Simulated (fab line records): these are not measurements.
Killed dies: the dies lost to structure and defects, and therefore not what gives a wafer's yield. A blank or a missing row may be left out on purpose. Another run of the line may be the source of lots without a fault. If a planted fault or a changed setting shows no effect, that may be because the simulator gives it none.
fab line records	flow nand_harc
[record] lots = 15	wafers = 45	last_day = 33
route steps=1302 shown P_M0@269 P_M1@285
lots untouched by any fault: they come from a run of this same line in which no faults occurred
start_h: hours from the record's opening day to when the first of the lot's shown wafers began	wait_h: hours elapsed since this lot's preceding step	" as in the row above	L1.1+2: one row covering several wafers at once	- value missing, or start not given	* or withheld: withheld	< > ~ a bound
route shown NAME@n: NAME is a module with steps in the file, n the number in the route of the first one	usual: the fault-free wafers' mean and standard deviation	same: alike in all rows	chamber/n: place in a boat	sites: readings site by site	_std_site: standard deviation of those values	_edge_site: the outer-site mean with the inner-site mean subtracted	radius_mm: how far each site lies from the wafer's centre	mask NAME#n: copy n	behind: the most recent tool/chamber to have shaped the wafer	hold: why the lot was held/for how many hours/how that ended	device: names the non-switching transistor (n, p or np)	end of line: the route-end tests of the same wafers	a step given without rows: its recipe and nothing more	killed: dies that structure and defects cost at the first sort, which is not the same as the wafer's yield	map: a wafer's dies, marking killed ones x, the rest . and places with no die _
set.NAME: the setting as run; set.NAME@STEP: as run at that earlier step	model.NAME: the simulator's own value behind a step, which no gauge read
route steps across a sampled set of lots; one table per step, one row per wafer
services: when a tool's chamber went out of use (start_h, in hours from the record's first day, below 0 if earlier), for how many hours, and the reason
[[steps]]
[step NHARC_P_M0_CD_MEAS_16]
[usual] cd_nm = 90.0/0.83
lot.wafer	tool	chamber	start_h	wait_h	cd_nm
L529.1	cd_sem-01	-	117.70	-	89.3
L529.3	"	-	"	"	89.0
L529.5	"	-	"	"	89.5
L530.2	cd_sem-03	-	132.78	-	90.7
L530.4	"	-	"	"	90.1
L530.5	"	-	"	"	89.9
L532.2	cd_sem-02	-	151.31	-	90.4
L532.3	"	-	"	"	90.0
L532.6	"	-	"	"	89.8
L535.3	cd_sem-01	-	179.02	-	89.9
L535.5	"	-	"	"	89.5
L535.6	"	-	"	"	89.2
L534.1	cd_sem-01	-	180.34	-	90.2
L534.2	"	-	"	"	89.0
L534.4	"	-	"	"	89.8
L536.1	cd_sem-03	-	190.56	-	90.7
L536.4	"	-	"	"	90.3
L536.6	"	-	"	"	92.0
L537.1	cd_sem-02	-	207.65	-	90.6
L537.2	"	-	"	"	90.1
L537.5	"	-	"	"	89.6
L539.1	cd_sem-02	-	226.15	-	91.2
L539.3	"	-	"	"	90.1
L539.6	"	-	"	"	90.1
L544.1	cd_sem-03	-	267.38	-	91.0
L544.2	"	-	"	"	88.3
L544.4	"	-	"	"	92.0
L545.2	cd_sem-02	-	284.53	-	89.0
L545.3	"	-	"	"	89.6
L545.5	"	-	"	"	88.9
L547.2	cd_sem-03	-	303.55	-	90.2
L547.3	"	-	"	"	89.4
L547.5	"	-	"	"	90.5
L548.1	cd_sem-02	-	308.03	-	90.6
L548.4	"	-	"	"	89.4
L548.6	"	-	"	"	89.6
L550.1	cd_sem-02	-	325.99	-	89.7
L550.3	"	-	"	"	90.0
L550.6	"	-	"	"	90.2
L551.2	cd_sem-03	-	341.20	-	89.7
L551.5	"	-	"	"	89.8
L551.6	"	-	"	"	89.8
L552.1	cd_sem-03	-	348.95	-	91.3
L552.2	"	-	"	"	91.6
L552.4	"	-	"	"	91.4
[step NHARC_P_M0_THK_MEAS_24]
[recipe] thk_meas_gauge = xrf
[usual] thk_nm = 116.9/1.4
lot.wafer	tool	chamber	start_h	wait_h	thk_nm
L529.1	film_metro-02	-	119.74	-	117.6
L529.3	"	-	"	"	116.3
L529.5	"	-	"	"	119.5
L530.2	film_metro-02	-	134.84	-	117.3
L530.4	"	-	"	"	116.4
L530.5	"	-	"	"	115.9
L532.2	film_metro-02	-	153.34	-	117.0
L532.3	"	-	"	"	116.9
L532.6	"	-	"	"	115.8
L535.3	film_metro-02	-	181.04	-	116.4
L535.5	"	-	"	"	116.4
L535.6	"	-	"	"	116.4
L534.1	film_metro-01	-	182.41	-	117.0
L534.2	"	-	"	"	116.5
L534.4	"	-	"	"	116.6
L536.1	film_metro-01	-	192.57	-	117.7
L536.4	"	-	"	"	118.5
L536.6	"	-	"	"	118.3
L537.1	film_metro-02	-	209.85	-	116.4
L537.2	"	-	"	"	116.7
L537.5	"	-	"	"	114.7
L539.1	film_metro-01	-	228.20	-	118.7
L539.3	"	-	"	"	117.3
L539.6	"	-	"	"	118.9
L544.1	film_metro-02	-	269.40	-	116.3
L544.2	"	-	"	"	117.2
L544.4	"	-	"	"	119.6
L545.2	film_metro-01	-	286.54	-	114.4
L545.3	"	-	"	"	117.3
L545.5	"	-	"	"	116.7
L547.2	film_metro-01	-	305.57	-	118.9
L547.3	"	-	"	"	118.6
L547.5	"	-	"	"	116.7
L548.1	film_metro-01	-	310.05	-	115.5
L548.4	"	-	"	"	119.5
L548.6	"	-	"	"	113.9
L550.1	film_metro-02	-	328.20	-	118.3
L550.3	"	-	"	"	117.4
L550.6	"	-	"	"	114.6
L551.2	film_metro-02	-	343.22	-	114.6
L551.5	"	-	"	"	115.1
L551.6	"	-	"	"	114.2
L552.1	film_metro-02	-	351.04	-	115.5
L552.2	"	-	"	"	118.7
L552.4	"	-	"	"	118.8
[step NHARC_P_M1_DEP_00]
[recipe] target_thk_a = 1825	target_thk_nm = 182.5	temp_c = withheld	pressure_torr = 5	flow_sccm = 200	rf_w = 600	material = SiOC
[usual] chamber_pressure_Torr = 5.001/0.011	rf_fwd_power_W = 598.7/2	showerhead_vpp_V = 1471/56
lot.wafer	tool	chamber	start_h	wait_h	chamber_pressure_Torr	rf_fwd_power_W	showerhead_vpp_V	since_wet_clean_h
L529.3	pecvd-02	2	120.47	-	5.022	599.1	1494	61
L529.1	"	0	"	"	4.981	597.2	1466	61
L529.5	"	0	"	"	4.983	598.5	1528	-
L530.2	pecvd-03	0	135.53	-	5.006	600.5	1464	118
L530.5	"	0	"	"	4.996	598.7	1508	-
L530.4	"	1	"	"	5.017	600.3	1487	-
L532.3	pecvd-01	2	154.10	-	4.986	597.2	1474	11
L532.2	"	0	"	"	4.993	599.8	1637	11
L532.6	"	0	"	"	5.021	599.6	1655	-
L535.3	pecvd-02	0	181.75	-	5.009	597.6	1481	123
L535.5	"	0	"	"	5.032	595.4	1485	-
L535.6	"	2	"	"	5.002	596.5	1503	-
L534.1	pecvd-02	2	183.13	-	-	-	-	-
L534.2	"	1	"	"	-	-	-	-
L534.4	"	0	"	"	-	-	-	-
L536.1	pecvd-02	0	193.46	-	-	-	-	-
L536.6	"	1	"	"	-	-	-	-
L536.4	"	0	"	"	-	-	-	-
L537.2	pecvd-02	1	210.64	-	-	-	-	-
L537.1	"	2	"	"	-	-	-	-
L537.5	"	2	"	"	-	-	-	-
L539.1	pecvd-03	0	228.93	-	4.981	599.1	1521	31
L539.3	"	1	"	"	4.993	599.5	1469	31
L539.6	"	2	"	"	5.001	597.4	1415	-
L544.2	pecvd-03	2	270.09	-	4.995	603.5	1405	72
L544.1	"	1	"	"	5.012	599.5	1472	72
L544.4	"	1	"	"	5.012	596.6	1480	-
L545.3	pecvd-03	1	287.26	-	4.998	602.4	1490	89
L545.2	"	0	"	"	4.998	596.4	1501	89
L545.5	"	1	"	"	4.982	597.1	1507	-
L547.3	pecvd-03	2	306.33	-	4.981	600.0	1411	108
L547.2	"	0	"	"	5.019	598.5	1514	108
L547.5	"	2	"	"	4.982	596.9	1439	-
L548.1	pecvd-02	0	310.74	-	4.988	597.0	1457	71
L548.4	"	0	"	"	4.991	595.9	1487	-
L548.6	"	2	"	"	5.003	596.0	1486	-
L550.1	pecvd-03	1	328.97	-	5.000	597.8	1470	131
L550.3	"	2	"	"	4.984	600.4	1411	131
L550.6	"	0	"	"	4.995	598.5	1515	-
L551.2	pecvd-02	1	343.98	-	5.002	599.8	1389	104
L551.6	"	1	"	"	4.999	599.6	1394	-
L551.5	"	2	"	"	5.007	600.3	1491	-
L552.1	pecvd-02	2	351.74	-	5.016	596.3	1488	112
L552.2	"	0	"	"	4.988	596.9	1498	112
L552.4	"	1	"	"	4.995	601.7	1396	-
[step NHARC_P_M1_ETCH_35]
[recipe] target_depth_a = 400	overetch_a = 120	time_s = 43.94	ion_energy_ev = 200	n2_flow_sccm = 150	h2_flow_sccm = 150	ar_flow_sccm = 0	rf_w = 400	bias_w = 150	chemistry = N2/H2
[usual] bias_w = 150.0/0.41	drypump_motor_current_A = 5.9/0.5	oes_product_au = 0.999/0.0099	rf_vpp_V = 430.8/2.2	showerhead_plenum_p_Torr = 2.05/0.078	throttle_valve_pct = 14.171/0.0087
lot.wafer	tool	chamber	start_h	wait_h	bias_w	drypump_motor_current_A	oes_product_au	rf_hours_counter_h	rf_vpp_V	showerhead_plenum_p_Torr	throttle_valve_pct
L529.3	rie_diel-13	0	121.57	0.1	149.7	6.7	0.996	8	427.5	1.96	14.162
L529.1	"	3	"	"	149.1	6.3	1.000	7	432.0	2.09	14.156
L529.5	"	0	"	"	150.1	6.7	0.999	-	428.5	1.96	14.175
L530.4	rie_diel-12	2	136.52	0.1	150.4	5.3	1.005	15	430.8	2.02	14.171
L530.2	"	3	"	"	149.6	5.7	0.998	15	433.3	2.11	14.173
L530.5	"	1	"	"	150.5	5.8	0.987	-	433.7	2.19	14.176
L532.3	rie_diel-13	1	155.03	0.1	149.6	5.1	0.996	9	434.1	2.18	14.172
L532.2	"	2	"	"	150.4	5.3	1.015	9	428.4	1.98	14.187
L532.6	"	1	"	"	150.2	5.1	0.987	-	435.3	2.17	14.168
L535.3	rie_diel-10	0	182.88	0.1	149.7	5.9	1.000	9	429.0	1.98	14.189
L535.6	"	3	"	"	150.3	6.2	1.000	-	432.2	2.10	14.183
L535.5	"	0	"	"	149.6	5.9	1.022	-	429.1	1.98	14.173
L534.4	rie_diel-10	3	184.14	0.0	149.9	6.2	0.999	9	432.9	2.10	14.181
L534.2	"	0	"	"	150.8	5.9	1.011	9	429.2	1.98	14.162
L534.1	"	2	"	"	150.2	6.0	0.993	8	429.0	1.98	14.174
L536.4	rie_diel-13	2	194.47	0.1	149.9	5.3	1.013	1	428.5	1.98	14.185
L536.1	"	0	"	"	150.7	6.7	1.011	1	427.7	1.96	14.164
L536.6	"	3	"	"	149.9	6.3	0.995	-	432.0	2.09	14.176
L537.2	rie_diel-10	2	211.70	0.1	150.2	6.0	0.984	10	428.6	1.98	14.164
L537.1	"	0	"	"	149.5	5.9	0.988	13	429.3	1.98	14.178
L537.5	"	2	"	"	149.2	6.0	0.992	-	429.3	1.98	14.165
L539.1	rie_diel-10	2	229.99	0.1	150.0	6.1	0.983	11	429.2	1.98	14.174
L539.3	"	0	"	"	150.0	5.9	1.011	14	428.3	1.98	14.167
L539.6	"	3	"	"	150.6	6.2	0.990	-	434.4	2.10	14.173
L544.4	rie_diel-10	2	271.20	0.1	149.6	6.1	0.996	1	427.7	1.98	14.165
L544.2	"	3	"	"	150.1	6.2	1.000	1	431.0	2.10	14.170
L544.1	"	1	"	"	150.3	5.4	0.995	1	430.2	2.09	14.165
L545.3	rie_diel-10	3	288.37	0.1	149.5	6.2	0.992	2	433.4	2.10	14.175
L545.2	"	1	"	"	150.5	5.4	0.993	2	431.1	2.08	14.187
L545.5	"	3	"	"	150.5	6.2	0.993	-	431.1	2.10	14.181
L547.3	rie_diel-13	3	307.40	0.1	149.6	6.3	1.000	8	432.0	2.08	14.170
L547.2	"	0	"	"	149.8	6.7	1.011	8	429.5	1.96	14.176
L547.5	"	0	"	"	149.3	6.7	1.023	-	427.8	1.96	14.176
L548.1	rie_diel-13	2	311.86	0.1	149.6	5.3	1.003	7	429.4	1.98	14.154
L548.4	"	3	"	"	150.1	6.3	0.988	8	431.8	2.08	14.180
L548.6	"	1	"	"	150.8	5.1	0.985	-	434.0	2.17	14.177
L550.3	rie_diel-13	0	330.03	0.1	149.4	6.7	1.009	10	427.9	1.96	14.181
L550.1	"	2	"	"	150.6	5.3	1.000	8	428.9	1.98	14.158
L550.6	"	1	"	"	150.4	5.1	0.982	-	433.2	2.17	14.165
L551.2	rie_diel-10	0	344.92	0.1	149.7	5.9	1.006	8	429.0	1.98	14.154
L551.5	"	3	"	"	149.4	6.2	0.991	-	430.8	2.10	14.157
L551.6	"	0	"	"	150.2	5.9	1.010	-	428.5	1.98	14.153
L552.4	rie_diel-12	3	352.86	0.1	150.0	5.7	0.995	20	431.2	2.09	14.184
L552.1	"	0	"	"	150.4	6.3	1.020	19	436.2	2.21	14.185
L552.2	"	1	"	"	149.7	5.8	1.016	18	433.7	2.17	14.177
[[services]]
tool	chamber	start_h	hours	kind
pecvd-01	0	106.61	17.9	repair
rie_diel-10	2	120.25	3.6	repair
pecvd-01	-	130.00	13.0	pm
pecvd-02	-	158.72	0.5	repair
rie_diel-13	-	165.04	9.0	pm
rie_diel-10	1	174.37	9.7	repair
pecvd-01	0	178.78	1.8	repair
rie_diel-12	0	180.17	12.2	repair
pecvd-03	-	185.33	13.0	pm
rie_diel-10	2	193.23	9.9	repair
pecvd-02	-	227.23	13.0	pm
pecvd-03	2	232.09	20.8	repair
rie_diel-12	-	236.59	7.4	repair
rie_diel-10	-	242.71	9.0	pm
rie_diel-13	3	250.87	5.1	repair
rie_diel-12	-	269.86	9.0	pm
pecvd-01	-	282.67	7.2	repair
pecvd-02	-	288.49	1.5	repair
rie_diel-13	2	294.07	4.5	repair
rie_diel-13	2	300.73	6.7	repair
rie_diel-13	2	314.04	9.5	repair
rie_diel-13	3	315.93	4.5	repair
pecvd-02	-	333.72	3.4	repair
rie_diel-13	-	342.04	9.0	pm
[[key]]
[first_sign] step = NHARC_P_M1_DEP_00	reading = tool_record	direction = missing
effect none on later readings
met_at NHARC_P_M1_DEP_00
struck_lots L534,L536,L537
later_rows_left_out L534.1,L534.2,L534.4,L536.1,L536.4,L536.6,L537.1,L537.2,L537.5
sort_left_out L534.1,L534.2,L534.4,L536.1,L536.4,L536.6,L537.1,L537.2,L537.5
not_acting_at NHARC_P_M0_CD_MEAS_16,NHARC_P_M0_THK_MEAS_24,NHARC_P_M1_ETCH_35
onset_between 181.75 183.13
[fault] kind = skipped_step_whole	tool = pecvd-02	chamber = -	onset_h = 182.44	steps = NHARC_P_M1_DEP_00	scope = struck_lots_only
// sort_left_out: the simulated sort isn't trusted on such a fault, so these wafers' sort isn't shown, and their yield isn't known
// later_rows_left_out: the simulator's readings of these wafers behind a module that went badly wrong aren't trusted and aren't shown, but for the sort
